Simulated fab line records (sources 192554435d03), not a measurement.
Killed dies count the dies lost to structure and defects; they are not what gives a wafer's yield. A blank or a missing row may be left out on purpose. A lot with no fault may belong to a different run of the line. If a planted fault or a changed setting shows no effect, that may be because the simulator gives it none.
Which tool was responsible? / flow n5_finfet / Sampling: 9 lots, 27 wafers, 4 of 1938 route steps

## WHAT THE GAUGES READ, wafer by wafer
N5_BEOL_M6_CD_MEAS_28: the cd target is 40 nm. Usual: cd_nm at 40.03 nm, with a standard deviation of 0.23.
lot=L397; measured=day 10 08:28; on=cd_sem-01; cd_nm (nm)=39.92 40.06 39.86; flag=
lot=L399; measured=day 10 10:56; on=cd_sem-02; cd_nm (nm)=40.18 40.24 40.07; flag=
lot=L398; measured=day 10 14:54; on=cd_sem-02; cd_nm (nm)=39.97 39.79 39.96; flag=
lot=L400; measured=day 10 22:10; on=cd_sem-02; cd_nm (nm)=39.96 39.74 39.85; flag=
lot=L404; measured=day 11 17:49; on=cd_sem-01; cd_nm (nm)=41.56 40.83 42.06; flag=OFF
lot=L407; measured=day 13 00:19; on=cd_sem-02; cd_nm (nm)=39.66 40.04 39.71; flag=
lot=L410; measured=day 13 02:04; on=cd_sem-03; cd_nm (nm)=39.89 40.07 40.26; flag=
lot=L409; measured=day 13 05:32; on=cd_sem-03; cd_nm (nm)=39.88 40.19 39.67; flag=
lot=L417; measured=day 14 23:28; on=cd_sem-02; cd_nm (nm)=39.68 39.88 39.93; flag=

## TOOL THAT RAN EACH LOT (tool first, then ch and the chambers of the sampled wafers, then the start)
lot=L397; N5_BEOL_M5_CO_CAP_78=cvd_co-01 ch 0,1, day 10 05:32; N5_BEOL_M6_ETCH_62=rie_diel-05 ch 1,2, day 10 07:35; N5_BEOL_M6_EXPOSE_25=euv_scanner-01 ch 0, day 10 08:19
lot=L399; N5_BEOL_M5_CO_CAP_78=cvd_co-01 ch 0,1,2, day 10 07:37; N5_BEOL_M6_ETCH_62=rie_diel-05 ch 0,2, day 10 09:37; N5_BEOL_M6_EXPOSE_25=euv_scanner-01 ch 0, day 10 10:49
lot=L398; N5_BEOL_M5_CO_CAP_78=cvd_co-02 ch 0,1,2, day 10 09:19; N5_BEOL_M6_ETCH_62=rie_diel-03 ch 0,1,3, day 10 12:42; N5_BEOL_M6_EXPOSE_25=euv_scanner-01 ch 0, day 10 14:46
lot=L400; N5_BEOL_M5_CO_CAP_78=cvd_co-01 ch 0,1,2, day 10 17:16; N5_BEOL_M6_ETCH_62=rie_diel-03 ch 0,1,2, day 10 20:26; N5_BEOL_M6_EXPOSE_25=euv_scanner-01 ch 0, day 10 22:02
lot=L404; N5_BEOL_M5_CO_CAP_78=cvd_co-02 ch 0,1,2, day 11 13:49; N5_BEOL_M6_ETCH_62=rie_diel-01 ch 1,2,3, day 11 16:56; N5_BEOL_M6_EXPOSE_25=euv_scanner-01 ch 0, day 11 17:41
lot=L407; N5_BEOL_M5_CO_CAP_78=cvd_co-01 ch 0,1, day 12 20:34; N5_BEOL_M6_ETCH_62=rie_diel-01 ch 1,3, day 12 23:31; N5_BEOL_M6_EXPOSE_25=euv_scanner-02 ch 0, day 13 00:11
lot=L410; N5_BEOL_M5_CO_CAP_78=cvd_co-02 ch 0,2, day 12 21:26; N5_BEOL_M6_ETCH_62=rie_diel-05 ch 1,3, day 13 00:56; N5_BEOL_M6_EXPOSE_25=euv_scanner-02 ch 0, day 13 01:57
lot=L409; N5_BEOL_M5_CO_CAP_78=cvd_co-02 ch 0,2, day 13 01:32; N5_BEOL_M6_ETCH_62=rie_diel-05 ch 0,3, day 13 04:37; N5_BEOL_M6_EXPOSE_25=euv_scanner-02 ch 0, day 13 05:24
lot=L417; N5_BEOL_M5_CO_CAP_78=cvd_co-02 ch 1,2, day 14 20:03; N5_BEOL_M6_ETCH_62=rie_diel-03 ch 0,1, day 14 22:35; N5_BEOL_M6_EXPOSE_25=euv_scanner-02 ch 0, day 14 23:21
- N5_BEOL_M5_CO_CAP_78: material Co, precursor CCTBA/H2, target thk 2 nm, time 102.1 s.
- N5_BEOL_M6_ETCH_62: etches SOC in N2/H2, target depth 110 nm, overetch 22 nm, time 165 s.
- N5_BEOL_M6_EXPOSE_25: exposes mask V5, target cd 40 nm.

## WHAT THE TOOLS THEMSELVES READ (means of the sampled wafers that have a number; where no wafer has one, the mark that the record gives instead)
N5_BEOL_M5_CO_CAP_78. Usual: heater_power_w at 245 W, with a standard deviation of 27.
lot=L397; tool=cvd_co-01; heater_power_w (W)=277; flag=
lot=L399; tool=cvd_co-01; heater_power_w (W)=245; flag=
lot=L398; tool=cvd_co-02; heater_power_w (W)=245; flag=
lot=L400; tool=cvd_co-01; heater_power_w (W)=246; flag=
lot=L404; tool=cvd_co-02; heater_power_w (W)=240; flag=
lot=L407; tool=cvd_co-01; heater_power_w (W)=264; flag=
lot=L410; tool=cvd_co-02; heater_power_w (W)=239; flag=
lot=L409; tool=cvd_co-02; heater_power_w (W)=242; flag=
lot=L417; tool=cvd_co-02; heater_power_w (W)=232; flag=

N5_BEOL_M6_ETCH_62. Usual: for bias_w, 150.0 W with a standard deviation of 0.44; for chamber_pressure_mTorr, 30.001 mTorr with a standard deviation of 0.027; for drypump_motor_current_A, 5.7 A with a standard deviation of 0.37; for oes_product_au, 0.70 a.u. with a standard deviation of 0.05; for rf_vpp_V, 524 V with a standard deviation of 3.5; for showerhead_plenum_p_Torr, 2.55 Torr with a standard deviation of 0.12; for throttle_valve_pct, 17.81 % with a standard deviation of 0.25.
lot=L397; tool=rie_diel-05; bias_w (W)=150.3; chamber_pressure_mTorr (mTorr)=30.001; drypump_motor_current_A (A)=5.7; oes_product_au (a.u.)=0.72; rf_vpp_V (V)=526; showerhead_plenum_p_Torr (Torr)=2.60; throttle_valve_pct (%)=17.68; flag=
lot=L399; tool=rie_diel-05; bias_w (W)=150.0; chamber_pressure_mTorr (mTorr)=30.023; drypump_motor_current_A (A)=5.6; oes_product_au (a.u.)=0.69; rf_vpp_V (V)=525; showerhead_plenum_p_Torr (Torr)=2.56; throttle_valve_pct (%)=17.83; flag=
lot=L398; tool=rie_diel-03; bias_w (W)=150.3; chamber_pressure_mTorr (mTorr)=29.974; drypump_motor_current_A (A)=5.8; oes_product_au (a.u.)=0.69; rf_vpp_V (V)=527; showerhead_plenum_p_Torr (Torr)=2.64; throttle_valve_pct (%)=17.68; flag=
lot=L400; tool=rie_diel-03; bias_w (W)=149.8; chamber_pressure_mTorr (mTorr)=29.986; drypump_motor_current_A (A)=5.6; oes_product_au (a.u.)=0.69; rf_vpp_V (V)=526; showerhead_plenum_p_Torr (Torr)=2.61; throttle_valve_pct (%)=17.89; flag=
lot=L404; tool=rie_diel-01; bias_w (W)=149.7; chamber_pressure_mTorr (mTorr)=29.981; drypump_motor_current_A (A)=5.8; oes_product_au (a.u.)=0.72; rf_vpp_V (V)=525; showerhead_plenum_p_Torr (Torr)=2.54; throttle_valve_pct (%)=17.70; flag=
lot=L407; tool=rie_diel-01; bias_w (W)=149.9; chamber_pressure_mTorr (mTorr)=30.007; drypump_motor_current_A (A)=6.3; oes_product_au (a.u.)=0.70; rf_vpp_V (V)=526; showerhead_plenum_p_Torr (Torr)=2.61; throttle_valve_pct (%)=17.91; flag=
lot=L410; tool=rie_diel-05; bias_w (W)=149.8; chamber_pressure_mTorr (mTorr)=29.998; drypump_motor_current_A (A)=5.6; oes_product_au (a.u.)=0.73; rf_vpp_V (V)=523; showerhead_plenum_p_Torr (Torr)=2.53; throttle_valve_pct (%)=17.80; flag=
lot=L409; tool=rie_diel-05; bias_w (W)=150.1; chamber_pressure_mTorr (mTorr)=30.009; drypump_motor_current_A (A)=5.5; oes_product_au (a.u.)=0.71; rf_vpp_V (V)=523; showerhead_plenum_p_Torr (Torr)=2.52; throttle_valve_pct (%)=17.94; flag=
lot=L417; tool=rie_diel-03; bias_w (W)=150.0; chamber_pressure_mTorr (mTorr)=29.993; drypump_motor_current_A (A)=5.6; oes_product_au (a.u.)=0.71; rf_vpp_V (V)=527; showerhead_plenum_p_Torr (Torr)=2.70; throttle_valve_pct (%)=17.75; flag=

N5_BEOL_M6_EXPOSE_25. Usual: exposure_dose_mJ_cm2 at 44.97, with a standard deviation of 0.042.
lot=L397 tool=euv_scanner-01 exposure_dose_mJ_cm2=45.04 flag=
lot=L399 tool=euv_scanner-01 exposure_dose_mJ_cm2=44.94 flag=
lot=L398 tool=euv_scanner-01 exposure_dose_mJ_cm2=44.99 flag=
lot=L400 tool=euv_scanner-01 exposure_dose_mJ_cm2=44.93 flag=
lot=L404 tool=euv_scanner-01 exposure_dose_mJ_cm2=44.02 flag=OFF
lot=L407 tool=euv_scanner-02 exposure_dose_mJ_cm2=44.98 flag=
lot=L410 tool=euv_scanner-02 exposure_dose_mJ_cm2=44.97 flag=
lot=L409 tool=euv_scanner-02 exposure_dose_mJ_cm2=44.98 flag=
lot=L417 tool=euv_scanner-02 exposure_dose_mJ_cm2=44.91 flag=

## THE ANSWER, worked out from the rows above alone
Rule: a lot is off if the mean of its wafers that have a number lies more than 3 standard deviations from the usual mean. Also off: a lot with no number at a reading for which 4 or more lots have one. Any other lot the step has rows for is counted as sound. First the gauges in route order, then the tools' own readings, where a lot's mean is used as printed above. At the first step where some lot is off, the reading lying furthest off is the one used; lots without a number count as furthest.
Off at N5_BEOL_M6_CD_MEAS_28 (cd_nm): L404.
A tool fits if, at a process step before that reading, it ran every lot that is off, and no sound lot after the first of them. Not tried: the gauges at N5_BEOL_M6_CD_MEAS_28; whatever is off there is also off at N5_BEOL_M6_EXPOSE_25, on other tools, and gauge error can't account for it. One candidate fits, namely euv_scanner-01 at N5_BEOL_M6_EXPOSE_25. A fault onset in the window from L400 (day 10 22:02, its last sound lot) to L404 (day 11 17:41, its first lot off) fits.
The tool's own readings at N5_BEOL_M6_EXPOSE_25 bear it out: on the lots that are off they differ by more than 5 times the standard deviation of the sound lots' means. exposure_dose_mJ_cm2 reads 44.02 there against 44.97 on the sound lots.

## WHAT WAS PUT IN BY THE SIMULATOR
Drift in process parameters on euv_scanner-01 at N5_BEOL_M6_EXPOSE_25, starting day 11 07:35. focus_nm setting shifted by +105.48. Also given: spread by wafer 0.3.
Lots struck among those shown: L404. The rule given above showed the same thing.
